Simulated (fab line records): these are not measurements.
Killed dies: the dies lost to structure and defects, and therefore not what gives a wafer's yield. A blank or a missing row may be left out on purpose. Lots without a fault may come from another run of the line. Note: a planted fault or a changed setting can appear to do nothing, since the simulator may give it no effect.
A lot that was struck, set against a sound lot :: flow nand-harc :: 13 steps out of a route of 1302
Sound: wafers L763.1, L763.2, L763.5. Wafers L752.1, L752.4, L752.6 were the ones struck. The cause comes at the end.
At each step with rows: each side's tool, then ch and its chambers, then its first start. Under that, the readings that differ: sound wafers :: struck wafers :: difference of the means :: sigmas: that difference in standard deviations of wafers without a fault.
alike: readings whose means differ by less than 2 such deviations, and words and numbers that are the same on both sides. not compared: withheld readings, readings that some wafer has no value for, bounds like >300 that may hide the same value, and numbers for which the record gives no deviation and whose values overlap.
A row with sigmas, a row that says differs or no value, or rows on one side alone: a step with any of these is where the two part. Numbers that have no deviation but don't overlap get no sigmas and don't part them. Lack of a reading on every wafer of one side parts them only where that side has two or more wafers.

NHARC_P_M1_DEGAS_29: time 60 s.
  struck on pvd-sputter-02, day 7 19:56; sound on pvd-sputter-01, day 12 08:01
  alike: heater-power-w
NHARC_P_M1_PRE_CLEAN_30: time 30 s.
  sound on pvd-sputter-01; struck on pvd-sputter-02
  alike: heater-power-w
NHARC_P_M1_PVD_20: deposits TaN, target thk 5 nm, time 8.06 s.
  sound on pvd-sputter-01; struck on pvd-sputter-02
  alike: bias-v, throttle-valve-pct
then, 3 steps without rows for these wafers: NHARC_P_M1_PVD_21 (deposits Cu, target thk 30 nm, time 20.49 s); NHARC_P_M1_ECD_22 (material Cu, target thk 400 nm); NHARC_P_M1_ANNEAL_31 (time 90 s).
NHARC_P_M1_CMP_23: polishes, t overpolish 20 s, target thk 157.82 nm.
  sound on cmp-02 ch 0,2,3, day 12 09:10; struck on cmp-01 ch 0,1, day 7 21:02
  alike: motor-current-A, time-to-endpoint-s
  not compared: pad-life-wafers
NHARC_P_M1_THK_MEAS_24: measures by xrf.
  struck on film-metro-02, day 7 21:22; sound on film-metro-01, day 12 09:26
  alike: thk-nm
after that, 1 step had no rows for these wafers: NHARC_P_M1_SRD_25.
NHARC_P_M1_INSPECT_27:
  struck on defect-inspect-01, day 7 21:31; sound on defect-inspect-01, day 12 09:35
  alike: raw-defect-count
NHARC_P_M1_PRE_CLEAN_32: time 12 s.
  sound on pecvd-01 ch 0,1,2, day 12 09:40; struck on pecvd-04 ch 0,2, day 7 21:36
  alike: heater-power-outer-w, heater-power-w
NHARC_P_M1_DEP_33: deposits SiCN, target thk 30 nm.
  sound on pecvd-01 ch 0,1,2, day 12 09:46; struck on pecvd-04 ch 0,2, day 7 21:43
  no value came back on the struck wafers for chamber-pressure-Torr (Torr), heater-power-outer-w (W), heater-power-w (W); on the sound wafers chamber-pressure-Torr (Torr) reads 2.989 3.000 2.995
then, 1 step without rows for these wafers: NHARC_P_M2_DEP_00 (deposits SiOC, target thk 182.5 nm).

WHERE THEY PART
At NHARC_P_M1_DEP_33 and nowhere else, as far as this record goes.

WHY: the cause the simulator had injected
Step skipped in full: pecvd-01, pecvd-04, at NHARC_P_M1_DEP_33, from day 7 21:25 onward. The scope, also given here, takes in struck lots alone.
